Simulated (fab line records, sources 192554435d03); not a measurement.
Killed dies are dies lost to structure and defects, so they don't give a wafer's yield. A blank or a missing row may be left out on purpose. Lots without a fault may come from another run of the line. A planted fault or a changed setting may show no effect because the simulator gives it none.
A struck lot beside a sound one | flow n5_finfet | 37 steps out of a route of 1938
Sound: wafers L172.3, L172.5. Struck: wafers L187.1, L187.2, L187.3. The cause comes at the end.
At each step with rows: each side's tool, then ch and its chambers, then its first start. Under that, the readings that differ: sound wafers | struck wafers | difference of the means | sigmas: that difference in standard deviations of wafers without a fault.
alike: readings whose means differ by less than 2 such deviations, and words and numbers that are the same on both sides. not compared: withheld readings, readings that some wafer has no value for, bounds like >300 that may hide the same value, and numbers for which the record gives no deviation and whose values overlap.
The two part at a step that has a row with sigmas, a row that says differs or no value, or rows on one side only. Numbers that don't overlap but have no deviation are shown without sigmas and don't part them. A reading that every wafer of one side lacks parts them only if that side has two wafers or more.

first, 11 steps without rows for these wafers: N5_BEOL_M14_ETCH_59 (etches BARC in N2/H2, target depth 89 nm, overetch 26.7 nm, time 67.9 s); N5_BEOL_M14_VIA_ETCH_16 (etches SiO2 in C4F8/O2/Ar, target depth 1231.3 nm); N5_BEOL_M14_STRIP_63 (strips in O2); N5_BEOL_M14_STRIP_64 (strips in O2); N5_BEOL_M14_STRIP_71 (strips in post etch residue remover, time 60 s); N5_BEOL_M14_SRD_72 (time 30 s, dry time 30 s); N5_BEOL_M14_COAT_65 (time 60 s, resist thk 450 nm); N5_BEOL_M14_COAT_66 (time 60 s, resist thk 110 nm); N5_BEOL_M14_COAT_22 (resist thk 300 nm); N5_BEOL_M14_EBR_24; N5_BEOL_M14_SOFTBAKE_23 (time 60 s).
N5_BEOL_M14_EXPOSE_25: exposes mask M14, target cd 280 nm.
  sound on krf_scanner-01 ch 0, day 12 11:07; struck on krf_scanner-01 ch 0, day 16 09:13
  reading              | sound       | struck            | difference | sigmas
  exposure_dose_mJ_cm2 | 26.57 26.58 | 23.47 23.53 23.49 | -3.08      | -96
  alike: mask
then, 3 steps without rows for these wafers: N5_BEOL_M14_PEB_26 (peb time 90 s); N5_BEOL_M14_DEVELOP_27 (develop time 45 s); N5_BEOL_M14_HARDBAKE_32 (time 120 s).
N5_BEOL_M14_CD_MEAS_28: target cd 284.4 nm.
  sound on cd_sem-01 ch 0, day 12 11:17; struck on cd_sem-01 ch 0, day 16 09:23
  reading    | sound       | struck            | difference | sigmas
  cd_nm (nm) | 291.3 287.6 | 268.8 267.8 271.3 | -20.2      | -10
N5_BEOL_M14_DESCUM_33: chemistry O2, time 7.9 s.
  sound on rie_diel-01 ch 2,3, day 12 11:31; struck on rie_diel-01 ch 0,2,3, day 16 09:28
  reading                   | sound     | struck            | difference | sigmas
  model.BEOL_M14.cd_nm (nm) | 291 287.8 | 268.2 267.6 271.2 | -20.4      |
  alike: drypump_motor_current_A, oes_product_au, rf_vpp_V, showerhead_plenum_p_Torr, throttle_valve_pct
  not compared: rf_hours_counter_h
then, 6 steps without rows for these wafers: N5_BEOL_M14_ETCH_67 (etches SiARC in CF4, target depth 143 nm, time 238.3 s); N5_BEOL_M14_ETCH_68 (etches SOC in N2/H2, time 450 s); N5_BEOL_M14_STRIP_69 (strips in N2/H2); N5_BEOL_M14_TRENCH_ETCH_34 (etches SiO2 in C4F8/O2/Ar, target depth 556.65 nm, time 126.9 s); N5_BEOL_M14_STRIP_70 (strips in C4F8/O2/Ar); N5_BEOL_M14_STRIP_37 (strips in O2).
N5_BEOL_M14_ETCH_38: etches SiCN in CF4/N2, target depth 106.5 nm, time 120.6 s.
  sound on rie_diel-01 ch 0,3; struck on rie_diel-05 ch 0,1,3
  reading                   | sound     | struck          | difference | sigmas
  model.BEOL_M14.cd_nm (nm) | 288 283.6 | 268 265.4 266.2 | -19        |
  alike: drypump_motor_current_A, oes_product_au, rf_vpp_V, showerhead_plenum_p_Torr, throttle_valve_pct
  not compared: rf_hours_counter_h
then, 12 steps without rows for these wafers: N5_BEOL_M14_PRECLEAN_39 (cleans in residue remover, time 60 s); N5_BEOL_M14_SRD_40 (time 30 s, dry time 30 s); N5_BEOL_M14_DEGAS_41 (time 60 s); N5_BEOL_M14_PRE_CLEAN_42 (time 30 s); N5_BEOL_M14_SPUTTER_43 (material TaN, target thk 15 nm, time 24.19 s); N5_BEOL_M14_SPUTTER_44 (material Ta, target thk 15 nm, time 24.19 s); N5_BEOL_M14_SPUTTER_45 (material Cu, target thk 100 nm, time 16.67 s); N5_BEOL_M14_ECD_47 (material Cu, target thk 1248 nm); N5_BEOL_M14_ANNEAL_48 (time 90 s); N5_BEOL_M14_CMP_49 (polishes, stops on SiO2, t overpolish 5.2 s, target thk 560 nm); N5_BEOL_M14_PRE_CLEAN_52 (time 15 s); N5_BEOL_M14_DEP_53 (deposits SiCN from 3MS/NH3, target thk 50 nm, time 17.8 s).
N5_BEOL_M15_RC_MEAS_101:
  sound on prober-02 ch 0, day 13 01:20; struck on prober-01 ch 0, day 16 20:28
  reading                    | sound           | struck                  | difference | sigmas
  COMB_M5 (S/m)              | 5.7e-11 4.2e-11 | 3.4e-11 2.3e-11 2.9e-11 | -2.1e-11   | -3
  COMB_M8 (S/m)              | 4.2e-11 2.7e-11 | 1.7e-11 2.9e-11 2.1e-11 | -1.2e-11   | -2
  SERP_M14 (ohm/um)          | 0.155 0.160     | 0.172 0.174 0.173       | +0.015     | +3
  SERP_M14_max_site (ohm/um) | 0.156 0.164     | 0.175 0.175 0.176       | +0.015     | +3
  SERP_M8 (ohm/um)           | 15.4 15.0       | 12.5 13.4 13.0          | -2.2       | -3
  alike: COMB_M10, COMB_M10_max_site, COMB_M11, COMB_M12, COMB_M13, COMB_M13_max_site, COMB_M14, COMB_M15, COMB_M6, COMB_M7, COMB_M9, SERP_M10, SERP_M11, SERP_M12, SERP_M13, SERP_M5, SERP_M6, SERP_M7, SERP_M9

WHERE THEY PART
First at N5_BEOL_M14_EXPOSE_25; last, within this record, at N5_BEOL_M15_RC_MEAS_101.

WHY: what the simulator had put in
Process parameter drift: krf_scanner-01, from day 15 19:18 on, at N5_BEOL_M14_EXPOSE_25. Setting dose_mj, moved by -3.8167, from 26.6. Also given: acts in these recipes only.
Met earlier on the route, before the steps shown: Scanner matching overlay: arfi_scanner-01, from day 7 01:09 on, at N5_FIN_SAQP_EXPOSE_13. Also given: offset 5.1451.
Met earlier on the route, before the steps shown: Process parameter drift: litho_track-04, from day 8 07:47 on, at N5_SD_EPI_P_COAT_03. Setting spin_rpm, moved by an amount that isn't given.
